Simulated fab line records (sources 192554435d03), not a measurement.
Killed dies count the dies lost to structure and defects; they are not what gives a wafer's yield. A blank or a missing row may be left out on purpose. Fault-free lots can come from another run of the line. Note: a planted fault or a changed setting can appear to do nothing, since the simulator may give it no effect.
Chamber matching + flow n5Finfet + N5_MOL_CONTACT_COAG_ETCH_91 on rieDiel-06: 4 sister chambers
The step etches SOC in N2/H2, target depth 60 nm, overetch 21 nm, time 101.2 s. 4 wafers are shown with their chamber, then 11 later ones without.

== WAFERS PAIRED WITH THEIR CHAMBERS ==
| wafer  | chamber | showerheadPlenumPTorr (Torr) |
|--------|---------|------------------------------|
| L085.5 | 1       | 2.69                         |
| L085.6 | 2       | 2.44                         |
| L086.5 | 3       | 2.41                         |
| L088.2 | 0       | 2.54                         |

== WAFERS MISSING THEIR CHAMBER ==
| wafer  | showerheadPlenumPTorr (Torr) |
|--------|------------------------------|
| L088.5 | 2.41                         |
| L088.6 | 2.54                         |
| L093.1 | 2.69                         |
| L093.5 | 2.40                         |
| L093.6 | 2.43                         |
| L094.1 | 2.43                         |
| L094.3 | 2.40                         |
| L094.4 | 2.68                         |
| L095.2 | 2.43                         |
| L095.4 | 2.40                         |
| L095.5 | 2.53                         |

== WHICH CHAMBER EACH WENT THROUGH ==
| wafer  | from the rows above     | in truth |
|--------|-------------------------|----------|
| L088.5 | 3                       | 3        |
| L088.6 | 0                       | 0        |
| L093.1 | 1                       | 1        |
| L093.5 | 3                       | 3        |
| L093.6 | can't be placed: 2 or 3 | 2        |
| L094.1 | can't be placed: 2 or 3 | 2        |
| L094.3 | 3                       | 3        |
| L094.4 | 1                       | 1        |
| L095.2 | can't be placed: 2 or 3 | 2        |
| L095.4 | 3                       | 3        |
| L095.5 | 0                       | 0        |
Placed correctly: 8 of 11. Cannot be placed on the basis of these rows: 3; the candidates contain the true chamber in 3. Number placed wrongly: 0.
How it was worked out, from the rows above alone: a wafer's distance from a chamber is the root of the sum, over the readings, of the square of ((its reading less the chamber's mean) divided by the reading's scatter). The wafer belongs to the nearest chamber; if the next one is less than 2 further off, it can't be placed. A chamber's mean is the mean of its shown wafers. The scatter: root of mean squared gap, hidden wafer to nearest shown wafer, with one shown wafer a chamber.
